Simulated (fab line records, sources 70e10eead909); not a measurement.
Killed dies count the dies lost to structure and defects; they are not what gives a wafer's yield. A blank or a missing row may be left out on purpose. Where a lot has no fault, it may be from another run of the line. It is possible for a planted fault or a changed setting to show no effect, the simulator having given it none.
Chamber matching	flow nand_harc	4 sister chambers for NHARC_A_WL_FILL_ALD_00 on ald_hk-03
The step deposits Al2O3, target thk 3 nm, pulse time 3 s, ald cycles 30. 4 wafers are shown with their chamber, then 8 later ones without.

## WAFERS, EACH WITH ITS CHAMBER
wafer	chamber	heater_power_w (W)
L078.5	3	464
L080.4	0	459
L083.6	1	436
L088.1	2	524

## WAFERS WHOSE CHAMBER IS MISSING
wafer	heater_power_w (W)
L088.3	472
L088.6	461
L089.2	526
L089.5	457
L089.6	426
L094.2	475
L094.5	433
L094.6	461

## CHAMBER TAKEN BY EACH
wafer	from the rows above	in truth
L088.3	can't be placed: 3 or 0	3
L088.6	can't be placed: 0 or 3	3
L089.2	2	2
L089.5	can't be placed: 0 or 3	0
L089.6	1	1
L094.2	can't be placed: 3 or 0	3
L094.5	1	1
L094.6	can't be placed: 0 or 3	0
Placed correctly: 3 of 8. Not placeable from these rows: 5 (in 5, the candidates include the true chamber). Wrongly placed: 0.
How it was worked out, from the rows above alone: a wafer's distance from a chamber is the root of the sum, over the readings, of the square of ((its reading less the chamber's mean) divided by the reading's scatter). The wafer belongs to the nearest chamber; if the next one is less than 2 further off, it can't be placed. A chamber's mean is the mean of its shown wafers. The scatter (one wafer shown for each chamber): square how far every hidden wafer sits from the nearest shown wafer, average those squares and take the square root.
